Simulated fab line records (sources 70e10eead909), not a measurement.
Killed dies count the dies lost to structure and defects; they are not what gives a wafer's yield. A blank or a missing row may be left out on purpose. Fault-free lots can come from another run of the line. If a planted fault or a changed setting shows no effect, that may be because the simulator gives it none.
Matching of chambers -- flow nand_harc -- NHARC_P_ZERO_WELL_DESCUM_13 on rie_diel-04: 4 sister chambers
The step chemistry O2, time 3 s. 8 wafers are shown with their chamber, then 7 later ones without.

WAFERS PAIRED WITH THEIR CHAMBERS
wafer,chamber,showerhead_plenum_p_Torr (Torr),drypump_motor_current_A (A)
L497.5,1,2.05,5.48
L499.4,1,2.05,5.47
L499.5,3,1.98,5.60
L503.2,0,2.06,5.78
L503.3,3,1.97,5.65
L503.6,2,1.97,5.69
L506.4,0,2.06,5.82
L506.5,2,1.96,5.66

WAFERS WITHOUT THEIR CHAMBER
wafer,showerhead_plenum_p_Torr (Torr),drypump_motor_current_A (A)
L506.6,2.04,5.47
L512.3,1.96,5.62
L512.5,2.05,5.78
L512.6,1.96,5.63
L514.1,1.96,5.65
L514.2,2.04,5.46
L514.5,1.96,5.68

EACH ONE'S CHAMBER
wafer,from the rows above,in truth
L506.6,1,1
L512.3,can't be placed: 2 or 3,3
L512.5,0,0
L512.6,can't be placed: 2 or 3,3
L514.1,can't be placed: 2 or 3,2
L514.2,1,1
L514.5,2,2
Correct placement for 4 of the 7. These rows do not allow placing 3 (true chamber among the candidates in 3). Number placed wrongly: 0.
How it was worked out, from the rows above alone: a wafer's distance from a chamber is the root of the sum, over the readings, of the square of ((its reading less the chamber's mean) divided by the reading's scatter). The wafer belongs to the nearest chamber; if the next one is less than 2 further off, it can't be placed. A chamber's mean is the mean of its shown wafers. The scatter is the square root of a quotient: the sum, over the shown wafers, of each reading's squared deviation from its chamber's mean, divided by wafers minus chambers.
